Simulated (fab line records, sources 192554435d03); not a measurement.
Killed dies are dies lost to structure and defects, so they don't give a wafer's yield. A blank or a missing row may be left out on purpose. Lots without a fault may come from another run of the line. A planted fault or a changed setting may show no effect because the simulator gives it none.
fab line records | flow n5_finfet
record lots=24 wafers=72 last_day=19
route steps=1938 shown BEOL_M11@1549 BEOL_M12@1618
lots that met no fault: from a run of the same line without faults
start_h: hours from the record's first day to the start of the lot's first wafer shown | wait_h: hours since the lot's step before | " the same as in the row above | L1.1+2: a row that stands for several wafers | - no value, or no start given | * or withheld: withheld | < > ~ a bound
route shown NAME@n: a module of which the file shows steps, and the number in the route of the first | usual: mean/standard deviation of fault-free wafers | same: alike in all rows | chamber/n: place in a boat | sites: the reading at each site | _std_site: their standard deviation | _edge_site: outer sites' mean less inner sites' | radius_mm: how far each site lies from the wafer's centre | mask NAME#n: copy n | behind: the tool/chamber that last shaped the wafer | hold: why the lot was held/for how many hours/how that ended | device: the transistor (n, p or np) that didn't switch | end of line: the same wafers' tests at the end of the route | a step without rows: its recipe alone | killed: dies lost to structure and defects at the first sort, not the wafer's yield | map: a wafer's dies, x killed, . not, _ none there
set.NAME: the setting as run; set.NAME@STEP: as run at that earlier step | model.NAME: the simulator's own value behind a step, which no gauge read
steps of the route over a sample of lots; a table a step, a row a wafer
services: from which hour (start_h, from the record's first day; less than 0 if before it) a tool's chamber was out of use, for how many hours, and why
## steps
# step N5_BEOL_M11_CD_MEAS_11
# recipe target_cd_nm=64.1 landing_energy_ev=500 detector=se_inlens polarity=opening
# usual cd_nm=64.0/0.47
# columns lot.wafer tool chamber start_h wait_h cd_nm
L074.2 cd_sem-02 0 215.99 - 63.6
L074.3 " 0 " " 63.6
L074.4 " 0 " " 63.7
L076.2 cd_sem-01 0 227.33 - 64.3
L076.3 " 0 " " 63.8
L076.5 " 0 " " 64.2
L075.4 cd_sem-02 0 242.74 - 63.8
L075.5 " 0 " " 64.5
L075.6 " 0 " " 63.8
L077.4 cd_sem-01 0 253.50 - 64.2
L077.5 " 0 " " 63.4
L077.6 " 0 " " 63.4
L078.1 cd_sem-03 0 261.42 - 63.9
L078.3 " 0 " " 63.6
L078.4 " 0 " " 63.8
L079.2 cd_sem-01 0 271.37 - 64.1
L079.5 " 0 " " 63.6
L079.6 " 0 " " 63.9
L080.2 cd_sem-02 0 276.76 - 62.8
L080.3 " 0 " " 63.2
L080.6 " 0 " " 63.7
L083.2 cd_sem-01 0 285.68 - 64.5
L083.3 " 0 " " 64.0
L083.6 " 0 " " 64.8
L081.3 cd_sem-02 0 292.45 - 64.3
L081.5 " 0 " " 63.7
L081.6 " 0 " " 63.5
L082.2 cd_sem-02 0 292.65 - 63.6
L082.4 " 0 " " 63.5
L082.5 " 0 " " 64.0
L084.2 cd_sem-02 0 303.09 - 64.4
L084.3 " 0 " " 63.9
L084.4 " 0 " " 63.8
L085.1 cd_sem-01 0 314.02 - 64.9
L085.2 " 0 " " 64.4
L085.3 " 0 " " 64.4
L086.4 cd_sem-03 0 319.89 - 63.7
L086.5 " 0 " " 63.9
L086.6 " 0 " " 63.8
L089.3 cd_sem-03 0 320.05 - 64.1
L089.4 " 0 " " 64.0
L089.5 " 0 " " 64.5
L087.2 cd_sem-02 0 323.10 - 64.4
L087.4 " 0 " " 64.5
L087.5 " 0 " " 64.5
L088.2 cd_sem-03 0 326.06 - 64.0
L088.3 " 0 " " 63.9
L088.5 " 0 " " 64.4
L090.2 cd_sem-01 0 333.39 - 63.9
L090.3 " 0 " " 64.7
L090.4 " 0 " " 63.8
L092.2 cd_sem-02 0 337.05 - 64.5
L092.5 " 0 " " 64.6
L092.6 " 0 " " 64.2
L093.1 cd_sem-02 0 339.10 - 63.7
L093.3 " 0 " " 64.2
L093.6 " 0 " " 64.3
L091.1 cd_sem-01 0 346.34 - 64.2
L091.3 " 0 " " 65.1
L091.6 " 0 " " 64.1
L095.2 cd_sem-01 0 366.46 - 63.9
L095.3 " 0 " " 63.3
L095.6 " 0 " " 63.6
L094.1 cd_sem-03 0 366.69 - 64.1
L094.2 " 0 " " 64.8
L094.3 " 0 " " 63.3
L097.1 cd_sem-01 0 382.35 - 64.0
L097.3 " 0 " " 64.1
L097.6 " 0 " " 63.2
L096.4 cd_sem-03 0 393.05 - 63.9
L096.5 " 0 " " 63.2
L096.6 " 0 " " 62.8
# step N5_BEOL_M11_ETCH_61
# recipe chemistry=CF4 target=SiARC target_depth_a=390 mask_material=CAR-ArF time_s=65 ion_energy_ev=80 pressure_mtorr=40 source_w=545 bias_w=36 Ar_flow_sccm=100 cf4_flow_sccm=100 ends=cleared
# usual drypump_motor_current_A=5.5/0.39 etch_rf_on_time_s=64.7/1.1 oes_product_au=0.68/0.066 rf_vpp_V=184.2/1.1 showerhead_plenum_p_Torr=2.14/0.053 throttle_valve_pct=15.59/0.22
# columns lot.wafer tool chamber start_h wait_h drypump_motor_current_A etch_rf_on_time_s oes_product_au rf_hours_counter_h rf_vpp_V showerhead_plenum_p_Torr throttle_valve_pct
L074.2 rie_diel-06 1 216.20 0.0 5.7 65.1 0.80 12 184.9 2.28 15.38
L074.3 " 0 " " 5.4 66.2 0.61 215 183.4 2.12 15.87
L074.4 " 3 " " 5.2 63.1 0.84 6 185.2 2.10 15.47
L076.2 rie_diel-05 0 227.65 0.0 4.9 65.8 0.59 233 184.4 2.12 15.94
L076.3 " 3 " " 5.4 66.0 0.64 139 185.3 2.15 15.39
L076.5 " 2 " " 5.8 63.7 0.69 - 185.7 2.16 15.93
L075.4 rie_diel-05 0 242.86 0.0 4.9 65.1 0.58 236 184.1 2.12 15.94
L075.5 " 0 " " 4.9 65.0 0.59 - 181.4 2.12 15.95
L075.6 " 1 " " 4.9 64.6 0.72 - 183.4 2.08 15.37
L077.4 rie_diel-03 3 253.62 0.0 5.4 64.3 0.63 165 185.1 2.13 15.90
L077.5 " 1 " " 5.1 65.1 0.68 - 185.4 2.16 15.41
L077.6 " 0 " " 6.2 64.3 0.77 - 183.4 2.10 15.28
L078.1 rie_diel-03 1 261.55 0.0 5.2 65.2 0.68 105 184.3 2.16 15.44
L078.3 " 3 " " 5.4 64.0 0.63 168 184.4 2.13 15.89
L078.4 " 0 " " 6.2 64.1 0.75 31 185.0 2.10 15.28
L079.2 rie_diel-03 0 271.87 0.0 6.2 63.9 0.75 33 184.6 2.10 15.29
L079.5 " 3 " " 5.4 64.0 0.63 - 183.6 2.13 15.92
L079.6 " 2 " " 5.8 66.4 0.58 - 183.4 2.21 15.51
L080.2 rie_diel-05 2 276.88 0.0 5.8 63.8 0.68 127 183.2 2.15 15.96
L080.3 " 3 " " 5.4 67.0 0.63 152 185.4 2.14 15.43
L080.6 " 1 " " 4.9 64.3 0.72 - 183.6 2.08 15.37
L083.2 rie_diel-06 2 285.81 0.0 5.8 63.5 0.65 136 183.7 2.15 15.74
L083.3 " 3 " " 5.2 62.9 0.79 25 183.0 2.10 15.50
L083.6 " 2 " " 5.8 63.1 0.66 - 183.5 2.15 15.73
L081.3 rie_diel-06 0 292.57 0.0 5.4 66.3 0.60 235 184.2 2.11 15.91
L081.5 " 3 " " 5.2 64.2 0.78 - 182.7 2.09 15.52
L081.6 " 2 " " 5.8 64.1 0.65 - 183.7 2.15 15.76
L082.2 rie_diel-05 2 292.77 0.0 5.8 63.4 0.68 131 184.6 2.15 15.96
L082.4 " 3 " " 5.4 66.5 0.63 - 184.3 2.14 15.46
L082.5 " 2 " " 5.8 64.0 0.67 - 184.1 2.15 15.97
L084.2 rie_diel-03 2 303.21 0.0 5.7 66.1 0.59 218 185.2 2.21 15.54
L084.3 " 3 " " 5.4 64.1 0.63 179 184.8 2.13 15.93
L084.4 " 0 " " 6.2 63.3 0.75 42 184.6 2.10 15.33
L085.1 rie_diel-03 1 314.14 0.0 5.1 63.7 0.68 119 184.4 2.15 15.43
L085.2 " 0 " " 6.2 62.7 0.74 45 184.8 2.09 15.32
L085.3 " 3 " " 5.4 63.9 0.63 183 184.1 2.13 15.95
L086.4 rie_diel-03 1 320.02 0.0 5.1 64.5 0.67 120 184.7 2.15 15.46
L086.5 " 0 " " 6.2 63.2 0.74 - 182.7 2.09 15.33
L086.6 " 1 " " 5.1 64.5 0.67 - 185.9 2.15 15.44
L089.3 rie_diel-03 1 320.33 0.0 5.1 65.0 0.67 120 185.9 2.15 15.46
L089.4 " 0 " " 6.2 64.2 0.74 46 184.0 2.09 15.33
L089.5 " 1 " " 5.2 66.0 0.67 - 184.6 2.15 15.45
L087.2 rie_diel-05 1 323.23 0.0 4.9 64.2 0.70 100 181.9 2.07 15.39
L087.4 " 2 " " 5.9 64.3 0.67 - 186.0 2.15 15.97
L087.5 " 3 " " 5.4 67.1 0.62 - 183.5 2.14 15.46
L088.2 rie_diel-05 3 326.19 0.0 5.4 66.5 0.62 168 184.4 2.14 15.47
L088.3 " 1 " " 5.0 64.3 0.70 101 183.7 2.07 15.42
L088.5 " 2 " " 5.8 64.0 0.67 - 183.5 2.15 16.00
L090.2 rie_diel-05 3 333.51 0.0 5.4 66.9 0.62 170 182.6 2.14 15.48
L090.3 " 1 " " 4.9 64.7 0.70 104 182.6 2.07 15.42
L090.4 " 3 " " 5.4 66.4 0.62 - 184.1 2.14 15.48
L092.2 rie_diel-06 2 337.36 0.0 5.8 64.0 0.64 152 185.5 2.14 15.77
L092.5 " 1 " " 5.7 64.8 0.73 - 184.6 2.26 15.46
L092.6 " 3 " " 5.1 63.7 0.76 - 184.2 2.09 15.54
L093.1 rie_diel-06 2 339.22 0.0 5.8 63.6 0.64 153 184.7 2.14 15.77
L093.3 " 1 " " 5.7 64.9 0.73 49 185.2 2.26 15.45
L093.6 " 2 " " 5.8 64.4 0.63 - 183.8 2.14 15.78
L091.1 rie_diel-06 2 346.47 0.0 5.8 64.7 0.63 156 184.4 2.14 15.79
L091.3 " 1 " " 5.7 65.5 0.72 53 186.5 2.26 15.44
L091.6 " 1 " " 5.7 65.9 0.72 - 185.3 2.26 15.45
L095.2 rie_diel-06 2 366.58 0.0 5.8 63.6 0.63 162 183.4 2.14 15.79
L095.3 " 0 " " 5.4 64.9 0.83 4 182.2 2.11 15.45
L095.6 " 0 " " 5.4 64.7 0.83 - 182.0 2.11 15.46
L094.1 rie_diel-06 0 366.83 0.0 5.4 64.4 0.83 4 183.3 2.11 15.46
L094.2 " 1 " " 5.7 65.8 0.71 61 184.8 2.26 15.46
L094.3 " 3 " " 5.2 64.2 0.74 56 182.7 2.09 15.57
L097.1 rie_diel-03 3 382.60 0.0 5.4 64.2 0.61 204 182.1 2.12 15.98
L097.3 " 1 " " 5.1 65.1 0.65 140 184.7 2.14 15.48
L097.6 " 2 " " 5.8 66.5 0.56 - 186.6 2.20 15.57
L096.4 rie_diel-03 3 393.17 0.0 5.4 64.2 0.60 208 185.5 2.12 15.96
L096.5 " 2 " " 5.7 66.3 0.57 - 183.9 2.20 15.58
L096.6 " 1 " " 5.1 64.7 0.65 - 183.7 2.14 15.49
# step N5_BEOL_M11_STRIP_19
# recipe chemistry=O2 power_w=400 temp_c=40 pressure_mtorr=30 rf_frequency_hz=6e+07 bias_power_w=0 overash_fraction=0.2 o2_flow_sccm=225
# usual drypump_motor_current_A=5.5/0.4 oes_product_au=0.79/0.08 rf_vpp_V=3.7/0.54 showerhead_plenum_p_Torr=2.10/0.054 throttle_valve_pct=16.63/0.21
# columns lot.wafer tool chamber start_h wait_h drypump_motor_current_A oes_product_au rf_hours_counter_h rf_vpp_V showerhead_plenum_p_Torr throttle_valve_pct
L074.2 rie_diel-05 1 216.55 0.1 4.9 0.86 69 4.1 2.04 16.47
L074.3 " 0 " " 4.9 0.69 231 3.2 2.07 16.98
L074.4 " 3 " " 5.4 0.75 137 3.8 2.10 16.42
L076.2 rie_diel-06 1 228.19 0.3 5.7 0.92 15 3.5 2.23 16.44
L076.3 " 2 " " 5.8 0.77 120 3.6 2.11 16.76
L076.5 " 1 " " 5.7 0.93 - 2.5 2.23 16.44
L075.4 rie_diel-03 2 243.21 0.1 5.8 0.69 203 3.6 2.16 16.47
L075.5 " 0 " " 6.2 0.89 - 4.1 2.06 16.37
L075.6 " 1 " " 5.1 0.80 - 3.0 2.11 16.49
L077.4 rie_diel-03 3 253.96 0.1 5.4 0.74 165 3.4 2.08 16.92
L077.5 " 3 " " 5.5 0.73 - 4.8 2.08 16.91
L077.6 " 0 " " 6.2 0.88 - 3.5 2.06 16.41
L078.1 rie_diel-03 1 261.90 0.1 5.1 0.78 105 2.8 2.11 16.47
L078.3 " 3 " " 5.4 0.73 168 4.2 2.08 16.91
L078.4 " 0 " " 6.2 0.88 31 3.4 2.05 16.36
L079.2 rie_diel-05 3 272.21 0.1 5.4 0.74 150 3.2 2.10 16.47
L079.5 " 2 " " 5.8 0.79 - 3.4 2.09 16.94
L079.6 " 3 " " 5.4 0.74 - 4.9 2.10 16.46
L080.2 rie_diel-03 3 277.28 0.1 5.4 0.75 171 2.9 2.08 16.92
L080.3 " 2 " " 5.7 0.68 211 4.3 2.16 16.48
L080.6 " 0 " " 6.3 0.88 - 3.5 2.05 16.40
L083.2 rie_diel-03 0 286.24 0.1 6.2 0.87 37 3.1 2.05 16.38
L083.3 " 2 " " 5.7 0.68 213 3.6 2.16 16.50
L083.6 " 2 " " 5.7 0.69 - 3.8 2.15 16.50
L081.3 rie_diel-06 2 292.92 0.1 5.8 0.77 139 4.5 2.11 16.82
L081.5 " 2 " " 5.8 0.76 - 3.3 2.11 16.82
L081.6 " 1 " " 5.7 0.90 - 4.6 2.22 16.47
L082.2 rie_diel-05 3 293.12 0.1 5.4 0.73 156 3.5 2.09 16.47
L082.4 " 1 " " 4.9 0.82 - 4.0 2.03 16.48
L082.5 " 2 " " 5.8 0.78 - 2.9 2.09 16.95
L084.2 rie_diel-03 1 303.66 0.2 5.1 0.78 116 2.9 2.11 16.51
L084.3 " 0 " " 6.2 0.86 42 3.5 2.05 16.40
L084.4 " 3 " " 5.4 0.72 180 2.8 2.07 16.94
L085.1 rie_diel-06 1 314.49 0.1 5.8 0.90 42 3.1 2.22 16.49
L085.2 " 2 " " 5.8 0.75 146 3.6 2.10 16.84
L085.3 " 3 " " 5.2 0.91 35 3.0 2.05 16.63
L086.4 rie_diel-05 2 320.51 0.2 5.8 0.77 - 4.0 2.09 16.96
L086.5 " 1 " " 4.9 0.82 - 3.0 2.03 16.51
L086.6 " 3 " " 5.4 0.72 - 4.0 2.09 16.50
L089.3 rie_diel-06 2 320.92 0.3 5.7 0.74 148 3.9 2.10 16.85
L089.4 " 1 " " 5.7 0.88 44 3.6 2.22 16.49
L089.5 " 1 " " 5.8 0.87 - 4.1 2.22 16.50
L087.2 rie_diel-06 3 323.57 0.1 5.2 0.91 38 3.8 2.05 16.64
L087.4 " 1 " " 5.7 0.88 44 3.9 2.22 16.51
L087.5 " 1 " " 5.8 0.88 - 4.0 2.22 16.50
L088.2 rie_diel-03 3 326.53 0.1 5.4 0.72 186 3.4 2.07 16.95
L088.3 " 1 " " 5.1 0.78 123 3.1 2.11 16.53
L088.5 " 1 " " 5.1 0.78 - 3.0 2.11 16.52
L090.2 rie_diel-03 0 333.86 0.1 6.2 0.84 51 3.2 2.05 16.42
L090.3 " 2 " " 5.8 0.68 228 3.5 2.15 16.53
L090.4 " 3 " " 5.4 0.72 189 3.2 2.07 16.95
L092.2 rie_diel-06 1 337.71 0.1 5.7 0.86 49 4.5 2.22 16.49
L092.5 " 3 " " 5.1 0.89 - 3.6 2.05 16.63
L092.6 " 1 " " 5.7 0.87 - 3.0 2.22 16.52
L093.1 rie_diel-05 1 339.57 0.1 4.9 0.81 107 3.0 2.03 16.51
L093.3 " 2 " " 5.8 0.77 149 3.6 2.09 16.97
L093.6 " 0 " " 4.9 0.99 - 4.5 2.06 16.54
L091.1 rie_diel-03 2 346.84 0.1 5.7 0.67 232 3.2 2.15 16.52
L091.3 " 0 " " 6.3 0.85 56 3.3 2.05 16.43
L091.6 " 2 " " 5.8 0.68 - 3.4 2.15 16.52
L095.2 rie_diel-06 1 367.05 0.2 5.7 0.84 61 3.7 2.21 16.52
L095.3 " 3 " " 5.1 0.86 56 4.5 2.04 16.67
L095.6 " 3 " " 5.2 0.88 - 3.5 2.04 16.67
L094.1 rie_diel-03 1 367.18 0.1 5.1 0.76 136 4.0 2.10 16.55
L094.2 " 3 " " 5.4 0.71 200 3.2 2.07 16.98
L094.3 " 0 " " 6.2 0.84 63 4.6 2.04 16.45
L097.1 rie_diel-06 1 382.95 0.1 5.7 0.84 66 4.4 2.21 16.53
L097.3 " 3 " " 5.1 0.86 61 3.9 2.04 16.69
L097.6 " 1 " " 5.7 0.85 - 3.8 2.21 16.55
L096.4 rie_diel-06 3 393.53 0.1 5.1 0.86 64 3.5 2.04 16.67
L096.5 " 3 " " 5.2 0.85 - 2.7 2.04 16.68
L096.6 " 2 " " 5.8 0.72 - 3.3 2.10 16.86
# step N5_BEOL_M11_INSPECT_30
# recipe mode=adi inspect_instrument=brightfield
# usual raw_defect_count=457/100
# columns lot.wafer tool chamber start_h wait_h raw_defect_count
L074.2 defect_inspect-02 - 217.09 0.0 382
L074.3 " - " " 498
L074.4 " - " " 466
L076.2 defect_inspect-01 - 228.73 0.0 504
L076.3 " - " " 414
L076.5 " - " " 434
L075.4 defect_inspect-01 - 247.18 0.0 305
L075.5 " - " " 339
L075.6 " - " " 445
L077.4 defect_inspect-01 - 255.58 0.0 571
L077.5 " - " " 709
L077.6 " - " " 531
L078.1 defect_inspect-01 - 263.70 0.0 350
L078.3 " - " " 412
L078.4 " - " " 404
L079.2 defect_inspect-01 - 272.62 0.0 490
L079.5 " - " " 439
L079.6 " - " " 411
L080.2 defect_inspect-02 - 279.49 0.0 526
L080.3 " - " " 666
L080.6 " - " " 396
L083.2 defect_inspect-02 - 287.55 0.0 340
L083.3 " - " " 436
L083.6 " - " " 429
L081.3 defect_inspect-01 - 296.56 0.0 480
L081.5 " - " " 490
L081.6 " - " " 392
L082.2 defect_inspect-02 - 296.72 0.0 477
L082.4 " - " " 315
L082.5 " - " " 434
L084.2 defect_inspect-02 - 305.34 0.0 369
L084.3 " - " " 546
L084.4 " - " " 367
L085.1 defect_inspect-01 - 315.76 0.0 459
L085.2 " - " " 458
L085.3 " - " " 386
L086.4 defect_inspect-02 - 321.18 0.0 370
L086.5 " - " " 363
L086.6 " - " " 336
L089.3 defect_inspect-02 - 321.59 0.0 484
L089.4 " - " " 615
L089.5 " - " " 495
L087.2 defect_inspect-02 - 324.49 0.0 359
L087.4 " - " " 472
L087.5 " - " " 378
L088.2 defect_inspect-02 - 327.73 0.0 362
L088.3 " - " " 375
L088.5 " - " " 383
L090.2 defect_inspect-01 - 335.58 0.0 414
L090.3 " - " " 416
L090.4 " - " " 424
L092.2 defect_inspect-01 - 340.45 0.0 488
L092.5 " - " " 524
L092.6 " - " " 503
L093.1 defect_inspect-02 - 340.69 0.0 403
L093.3 " - " " 334
L093.6 " - " " 464
L091.1 defect_inspect-01 - 349.50 0.0 448
L091.3 " - " " 456
L091.6 " - " " 510
L094.1 defect_inspect-02 - 369.04 0.0 660
L094.2 " - " " 460
L094.3 " - " " 560
L095.2 defect_inspect-02 - 369.59 0.0 583
L095.3 " - " " 549
L095.6 " - " " 568
L097.1 defect_inspect-01 - 383.96 0.0 436
L097.3 " - " " 606
L097.6 " - " " 485
L096.4 defect_inspect-02 - 394.99 0.0 351
L096.5 " - " " 367
L096.6 " - " " 334
# step N5_BEOL_M12_STRIP_63
# recipe chemistry=N2/H2 power_w=1000 temp_c=250 h2_frac=0.65 overash_fraction=0.3 pressure_mtorr=1000 n2_flow_sccm=1750 h2_flow_sccm=3250
# usual drypump_motor_current_A=6.0/0.57 heater_power_w=311/26 oes_product_au=0.693/0.0042 strip_time_to_endpoint_s=42.6/0.68
# columns lot.wafer tool chamber start_h wait_h drypump_motor_current_A heater_power_w oes_product_au rf_hours_counter_h strip_time_to_endpoint_s
L074.2 plasma_asher-01 1 223.65 - 5.6 370 0.693 120 43.1
L074.3 " 0 " " 6.5 318 0.685 - 43.5
L074.4 " 1 " " 5.6 369 0.690 - 42.3
L076.2 plasma_asher-02 0 234.27 - 6.6 296 0.696 62 42.5
L076.3 " 0 " " 6.6 300 0.700 - 43.4
L076.5 " 1 " " 5.4 294 0.690 - 42.7
L075.4 plasma_asher-01 0 251.66 - 6.5 325 0.696 - 42.7
L075.5 " 1 " " 5.6 378 0.690 - 42.0
L075.6 " 0 " " 6.5 313 0.693 - 42.4
L077.4 plasma_asher-01 1 259.56 - 5.6 374 0.686 - 41.1
L077.5 " 1 " " 5.6 373 0.684 - 41.7
L077.6 " 0 " " 6.5 319 0.693 - 41.0
L078.1 plasma_asher-02 0 269.22 - 6.6 299 0.691 70 42.7
L078.3 " 0 " " 6.6 298 0.696 - 42.5
L078.4 " 1 " " 5.4 293 0.699 - 41.3
L079.2 plasma_asher-01 1 278.37 - 5.6 377 0.696 130 43.1
L079.5 " 0 " " 6.5 315 0.698 - 42.3
L079.6 " 1 " " 5.5 376 0.693 - 42.3
L080.2 plasma_asher-02 1 283.81 - 5.4 294 0.689 72 43.2
L080.3 " 1 " " 5.4 302 0.693 - 43.4
L080.6 " 1 " " 5.4 310 0.690 - 42.6
L083.2 plasma_asher-02 0 291.16 - 6.6 299 0.695 74 44.2
L083.3 " 1 " " 5.4 305 0.687 - 43.5
L083.6 " 0 " " 6.7 300 0.695 - 41.3
L081.3 plasma_asher-02 1 301.04 - 5.4 301 0.693 - 43.6
L081.5 " 1 " " 5.4 301 0.682 - 42.3
L081.6 " 0 " " 6.6 305 0.688 - 42.7
L082.2 plasma_asher-01 1 301.92 - 5.5 378 0.698 134 42.6
L082.4 " 1 " " 5.6 377 0.691 - 42.0
L082.5 " 0 " " 6.5 317 0.686 - 41.7
L084.2 plasma_asher-02 0 309.29 - 6.6 302 0.694 78 43.4
L084.3 " 1 " " 5.4 294 0.686 - 43.3
L084.4 " 0 " " 6.6 299 0.688 - 41.8
L085.1 plasma_asher-02 1 319.77 - 5.4 306 0.690 80 43.1
L085.2 " 0 " " 6.6 296 0.699 80 43.1
L085.3 " 1 " " 5.4 296 0.691 - 43.5
L086.4 plasma_asher-02 1 326.34 - 5.4 291 0.690 - 41.7
L086.5 " 1 " " 5.4 297 0.692 - 41.7
L086.6 " 0 " " 6.6 289 0.697 - 41.4
L089.3 plasma_asher-02 1 326.55 - 5.4 308 0.699 - 42.5
L089.4 " 0 " " 6.7 306 0.698 - 41.8
L089.5 " 0 " " 6.6 288 0.693 - 42.8
L087.2 plasma_asher-02 1 329.63 - 5.4 307 0.693 81 42.5
L087.4 " 0 " " 6.6 297 0.693 - 42.2
L087.5 " 0 " " 6.6 297 0.696 - 41.8
L088.2 plasma_asher-02 0 334.89 - 6.6 294 0.698 83 43.7
L088.3 " 1 " " 5.4 306 0.695 - 42.9
L088.5 " 1 " " 5.4 303 0.687 - 42.1
L090.2 plasma_asher-02 1 339.64 - 5.4 304 0.691 83 43.4
L090.3 " 0 " " 6.6 292 0.688 - 43.5
L090.4 " 1 " " 5.4 302 0.693 - 43.0
L092.2 plasma_asher-01 0 344.62 - 6.5 324 0.695 143 43.3
L092.5 " 0 " " 6.5 327 0.686 - 42.2
L092.6 " 1 " " 5.6 374 0.686 - 42.2
L093.1 plasma_asher-02 1 344.70 - 5.4 304 0.691 85 43.3
L093.3 " 1 " " 5.4 295 0.692 - 43.4
L093.6 " 1 " " 5.4 298 0.695 - 42.5
L091.1 plasma_asher-02 0 353.62 - 6.6 296 0.691 87 41.9
L091.3 " 1 " " 5.4 303 0.691 - 42.9
L091.6 " 0 " " 6.6 295 0.699 - 42.0
L094.1 plasma_asher-02 0 373.00 - 6.6 296 0.689 91 43.1
L094.2 " 1 " " 5.4 300 0.691 91 42.9
L094.3 " 1 " " 5.4 306 0.691 - 42.5
L095.2 plasma_asher-02 1 374.94 - 5.4 300 0.698 91 43.2
L095.3 " 0 " " 6.7 291 0.694 - 43.3
L095.6 " 0 " " 6.6 293 0.697 - 42.9
L097.1 plasma_asher-02 0 389.74 - 6.6 295 0.694 94 43.2
L097.3 " 1 " " 5.4 299 0.692 - 41.5
L097.6 " 0 " " 6.6 306 0.695 - 42.6
L096.4 plasma_asher-02 0 399.97 - 6.6 303 0.690 - 43.2
L096.5 " 1 " " 5.4 312 0.695 - 41.4
L096.6 " 0 " " 6.6 299 0.696 - 42.9
# step N5_BEOL_M12_CMP_49
# recipe stop_on=SiOC t_overpolish_s=20.6 down_force_psi=1 platen_rpm=50 clearing_platen_down_force_psi=1.5 clearing_platen_rpm=50 post_cmp_clean=cu_alkaline target_thk_nm=320 clearing_platen_pad_velocity_m_s=0.99484 pad_velocity_m_s=0.99484
# usual barrier_field_endpoint_s=30.2/0.74 motor_current_A=5.9/0.56 overpolish_run_s=20.598/0.0083
# columns lot.wafer tool chamber start_h wait_h barrier_field_endpoint_s motor_current_A overpolish_run_s
L074.4 cmp-02 3 228.79 0.2 29.7 5.0 20.594
L074.2 " 0 " " 30.2 5.1 20.593
L074.3 " 1 " " 30.2 6.0 20.595
L076.3 cmp-02 2 240.05 0.2 30.9 5.8 20.585
L076.2 " 1 " " 30.9 6.3 20.579
L076.5 " 3 " " 30.0 5.2 20.598
L075.4 cmp-02 0 255.67 0.1 31.0 5.1 20.601
L075.6 " 0 " " 31.4 4.9 20.606
L075.5 " 1 " " 32.2 6.1 20.601
L077.4 cmp-01 0 262.70 0.2 29.1 6.6 20.588
L077.5 " 3 " " 29.8 5.3 20.608
L077.6 " 0 " " 29.7 6.2 20.587
L078.3 cmp-01 0 274.95 0.2 29.9 6.2 20.589
L078.1 " 1 " " 29.6 6.7 20.588
L078.4 " 3 " " 29.4 5.2 20.592
L079.2 cmp-02 2 281.43 0.2 30.9 5.3 20.583
L079.6 " 1 " " 31.2 5.5 20.599
L079.5 " 2 " " 30.8 5.7 20.609
L080.2 cmp-04 3 286.70 0.2 30.9 5.9 20.597
L080.3 " 1 " " 29.8 6.3 20.577
L080.6 " 2 " " 29.6 5.9 20.602
L083.3 cmp-01 1 298.54 0.2 30.0 6.9 20.601
L083.2 " 2 " " 29.5 6.2 20.585
L083.6 " 1 " " 29.5 6.5 20.602
L081.3 cmp-01 1 305.72 0.3 30.6 6.5 20.586
L081.5 " 3 " " 30.1 4.9 20.605
L081.6 " 0 " " 30.2 6.8 20.602
L082.4 cmp-04 3 306.98 0.2 30.1 5.7 20.601
L082.2 " 0 " " 29.9 5.8 20.591
L082.5 " 2 " " 30.8 5.7 20.591
L084.2 cmp-01 1 312.54 0.2 31.4 7.1 20.614
L084.3 " 2 " " 30.4 6.3 20.594
L084.4 " 0 " " 30.3 6.4 20.602
L085.2 cmp-01 0 324.50 0.2 29.2 6.7 20.600
L085.3 " 1 " " 30.7 6.7 20.590
L085.1 " 2 " " 30.0 6.4 20.588
L086.4 cmp-02 1 329.26 0.2 31.3 6.4 20.586
L086.6 " 3 " " 29.7 5.2 20.614
L086.5 " 0 " " 31.0 4.9 20.605
L089.3 cmp-01 1 329.32 0.3 30.2 6.5 20.594
L089.4 " 2 " " 28.5 6.2 20.603
L089.5 " 3 " " 29.1 5.1 20.613
L087.2 cmp-02 0 334.26 0.2 30.5 5.2 20.590
L087.4 " 1 " " 30.1 6.0 20.596
L087.5 " 3 " " 29.7 5.3 20.609
L088.3 cmp-04 2 337.73 0.2 29.7 6.0 20.594
L088.2 " 3 " " 30.4 5.7 20.600
L088.5 " 3 " " 29.7 5.7 20.612
L090.3 cmp-04 1 342.36 0.2 28.9 6.4 20.601
L090.2 " 2 " " 29.9 6.0 20.608
L090.4 " 3 " " 30.4 5.9 20.596
L092.2 cmp-01 0 350.75 0.2 30.2 6.4 20.598
L092.5 " 0 " " 29.7 6.0 20.601
L092.6 " 1 " " 30.8 6.7 20.599
L093.3 cmp-04 0 351.14 0.2 31.1 6.2 20.619
L093.1 " 2 " " 31.8 5.8 20.608
L093.6 " 1 " " 31.2 6.2 20.595
L091.1 cmp-04 1 356.85 0.3 29.0 6.1 20.600
L091.3 " 3 " " 29.9 5.9 20.592
L091.6 " 2 " " 29.8 5.5 20.599
L094.2 cmp-01 0 377.92 0.2 29.3 6.6 20.597
L094.1 " 1 " " 30.3 6.7 20.603
L094.3 " 3 " " 30.0 5.1 20.602
L095.3 cmp-04 1 377.99 0.2 29.7 6.2 20.601
L095.2 " 2 " " 30.0 5.9 20.591
L095.6 " 0 " " 30.5 6.2 20.590
L097.1 cmp-02 1 393.78 0.5 32.3 6.3 20.602
L097.3 " 3 " " 31.2 5.4 20.605
L097.6 " 1 " " 31.1 6.1 20.608
L096.4 cmp-01 0 404.16 0.1 30.5 6.6 20.609
L096.5 " 0 " " 30.4 6.4 20.603
L096.6 " 1 " " 30.7 6.8 20.605
## services
# columns tool chamber start_h hours kind
cmp-04 - 194.34 2.0 repair
cmp-04 - 199.97 3.2 repair
rie_diel-03 0 209.33 4.7 repair
cmp-01 - 217.95 2.7 repair
rie_diel-06 0 235.18 4.9 repair
rie_diel-03 0 268.47 1.5 repair
rie_diel-05 0 280.12 21.8 repair
cmp-04 - 292.86 3.3 pm
cmp-04 - 300.09 4.0 pm
cmp-01 - 308.32 0.7 repair
plasma_asher-01 - 313.64 3.1 repair
cmp-02 - 324.23 1.2 repair
rie_diel-06 2 329.05 5.4 repair
cmp-02 - 336.64 1.7 repair
cmp-02 - 342.84 0.9 repair
rie_diel-05 2 354.62 15.6 repair
cmp-02 - 358.03 2.9 pm
cmp-01 - 363.20 7.0 pm
cmp-02 - 383.67 1.7 repair
rie_diel-03 2 386.88 6.2 repair
rie_diel-05 3 389.90 4.8 repair
cmp-01 - 390.17 4.0 pm
rie_diel-05 - 392.84 14.6 pm
rie_diel-06 0 395.14 6.6 repair
## key
fault none
